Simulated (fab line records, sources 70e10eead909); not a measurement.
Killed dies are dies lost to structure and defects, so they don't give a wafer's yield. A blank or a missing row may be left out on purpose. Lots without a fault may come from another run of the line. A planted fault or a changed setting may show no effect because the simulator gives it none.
A struck lot beside a sound one | flow nand_harc | 43 steps out of a route of 1159
Sound: wafers L443.3, L443.5, L443.6. Struck: wafers L453.1, L453.4, L453.5. The cause comes at the end.
At each step with rows: each side's tool, then ch and its chambers, then its first start. Under that, the readings that differ: sound wafers | struck wafers | difference of the means | sigmas: that difference in standard deviations of wafers without a fault.
alike: readings whose means differ by less than 2 such deviations, and words and numbers that are the same on both sides. not compared: withheld readings, readings that some wafer has no value for, bounds like >300 that may hide the same value, and numbers for which the record gives no deviation and whose values overlap.
The two part at a step that has a row with sigmas, a row that says differs or no value, or rows on one side only. Numbers that don't overlap but have no deviation are shown without sigmas and don't part them. A reading that every wafer of one side lacks parts them only if that side has two wafers or more.

NHARC_A_CONTACT_OVL_MEAS_43:
  sound on overlay-02, day 18 14:33; struck on overlay-02, day 21 10:37
  reading           | sound       | struck         | difference | sigmas
  overlay_y_nm (nm) | 0.9 0.0 0.4 | -1.4 -2.1 -1.5 | -2.1       | -2
  alike: overlay_x_nm
NHARC_A_CONTACT_INSPECT_44:
  sound on defect_inspect-01, day 18 14:35; struck on defect_inspect-02, day 21 10:38
  reading          | sound    | struck | difference | sigmas
  raw_defect_count | 37 48 38 | 5 9 8  | -34        | -2
NHARC_A_CONTACT_DESCUM_47: chemistry O2, time 3 s.
  sound on rie_diel-04 ch 0,1,2, day 18 14:38; struck on rie_diel-04 ch 1,2,3, day 21 10:43
  alike: drypump_motor_current_A, oes_product_au, rf_vpp_V, showerhead_plenum_p_Torr, throttle_valve_pct
  not compared: rf_hours_counter_h
then, 9 steps without rows for these wafers: NHARC_A_CONTACT_ETCH_48 (etches the open film in CF4, target depth 39 nm, time 65 s); NHARC_A_CONTACT_ETCH_49 (etches the open film in N2/H2, target depth 260 nm, time 475.3 s); NHARC_A_CONTACT_ETCH_50 (etches the open film in CF4/CHF3, target depth 84.7 nm, time 42.4 s); NHARC_A_CONTACT_ETCH_51 (etches the open film in O2/COS, target depth 3600 nm, time 936 s); NHARC_A_CONTACT_ETCH_111 (etches the open film in C4F8/O2/Ar, time 140 s, target depth 700 nm); NHARC_A_CONTACT_ETCH_112 (etches the open film in C4F8/O2/Ar, time 94 s, target depth 922 nm); NHARC_A_CONTACT_ETCH_113 (etches the open film in C4F8/O2/Ar, time 94 s, target depth 922 nm); NHARC_A_CONTACT_ETCH_114 (etches the open film in C4F8/O2/Ar, time 94 s, target depth 922 nm); NHARC_A_CONTACT_ETCH_115 (etches the open film in C4F8/O2/Ar, time 94 s, target depth 922 nm).
NHARC_A_CONTACT_ETCH_116: etches the open film in C4F8/O2/Ar, time 94 s, target depth 922 nm.
  sound on har_cap_etch-03 ch 0,1, day 18 16:48; struck on har_cap_etch-01 ch 0,1, day 21 12:32
  not compared: rf_hours_counter_h
then, 1 step without rows for these wafers: NHARC_A_CONTACT_ETCH_117 (etches the open film in C4F8/O2/Ar, time 94 s, target depth 922 nm).
NHARC_A_CONTACT_ETCH_118: etches the open film in C4F8/O2/Ar, time 94 s, target depth 922 nm.
  sound on har_cap_etch-03 ch 0,1, day 18 16:59; struck on har_cap_etch-01 ch 0,1, day 21 12:43
  not compared: rf_hours_counter_h
then, 4 steps without rows for these wafers: NHARC_A_CONTACT_ETCH_119 (etches the open film in C4F8/O2/Ar, time 94 s, target depth 922 nm); NHARC_A_CONTACT_ETCH_120 (etches the open film in C4F8/O2/Ar, time 94 s, target depth 922 nm); NHARC_A_CONTACT_ETCH_121 (etches the open film in C4F8/O2/Ar, time 94 s, target depth 922 nm); NHARC_A_CONTACT_ETCH_122 (etches the open film in C4F8/O2/Ar, time 95 s, target depth 930 nm).
NHARC_A_CONTACT_ETCH_123: etches the open film in C4F8/O2/Ar, time 253 s, target depth 1090 nm.
  sound on har_cap_etch-03 ch 0,1, day 18 17:32; struck on har_cap_etch-01 ch 0,1, day 21 13:10
  not compared: rf_hours_counter_h
then, 2 steps without rows for these wafers: NHARC_A_CONTACT_ETCH_90 (etches the open film in CH3F/O2, target depth 40 nm, time 85.7 s); NHARC_A_CONTACT_ETCH_96 (etches the open film in C4F6/O2, target depth 20 nm, time 10 s).
NHARC_A_CONTACT_CD_MEAS_53:
  sound on cd_sem-01, day 18 18:12; struck on cd_sem-01, day 21 14:22
  alike: cd_nm
then, 4 steps without rows for these wafers: NHARC_A_CONTACT_STRIP_99 (strips in N2/H2); NHARC_A_CONTACT_STRIP_100 (strips in CF4/CHF3); NHARC_A_CONTACT_STRIP_101 (strips in O2/COS); NHARC_A_CONTACT_ETCH_102 (etches the open film in CF4/O2, target depth 70 nm, overetch 7 nm, time 38.5 s).
NHARC_A_CONTACT_STRIP_55: strips in O2.
  sound on rie_diel-02 ch 0,1,3; struck on rie_diel-07 ch 0,1,3
  alike: drypump_motor_current_A, oes_product_au, rf_vpp_V, showerhead_plenum_p_Torr, throttle_valve_pct
  not compared: rf_hours_counter_h
then, 1 step without rows for these wafers: NHARC_A_CONTACT_STRIP_56 (strips in post etch residue remover, time 600 s).
NHARC_A_CONTACT_DEP_57: deposits aC, target thk 2800 nm.
  sound on acl_dep-03 ch 0, day 19 00:37; struck on acl_dep-02 ch 0, day 21 15:29
  alike: throttle_valve_pct
then, 11 steps without rows for these wafers: NHARC_A_CONTACT_DEP_58 (deposits SiON, target thk 60 nm); NHARC_A_CONTACT_DEHYDRATE_59 (time 120 s); NHARC_A_CONTACT_HMDS_60 (time 30 s); NHARC_A_CONTACT_COAT_61 (time 75 s); NHARC_A_CONTACT_COAT_62 (time 65 s); NHARC_A_CONTACT_COAT_63 (resist thk 90 nm); NHARC_A_CONTACT_SOFTBAKE_64 (time 55 s); NHARC_A_CONTACT_EBR_65; NHARC_A_CONTACT_EXPOSE_66 (exposes mask A CC 2); NHARC_A_CONTACT_PEB_67 (peb time 65 s); NHARC_A_CONTACT_DEVELOP_68 (develop time 35 s).
NHARC_A_CONTACT_CD_MEAS_69: target cd 200 nm.
  sound on cd_sem-03 ch 0, day 19 02:31; struck on cd_sem-03 ch 0, day 21 17:57
  alike: cd_nm
-- the record jumps here: 3 days lie between the struck wafers' starts before and after (it left off in module A_CONTACT and takes up again in module END, whose first step shown is number 1159 of the route) --
NHARC_END_SORT_01:
  the record has rows for the struck wafers here (prober-02 ch 0, day 24 16:44) and none for the sound ones

WHERE THEY PART
First at NHARC_A_CONTACT_OVL_MEAS_43; last, within this record, at NHARC_END_SORT_01.

WHY: what the simulator had put in
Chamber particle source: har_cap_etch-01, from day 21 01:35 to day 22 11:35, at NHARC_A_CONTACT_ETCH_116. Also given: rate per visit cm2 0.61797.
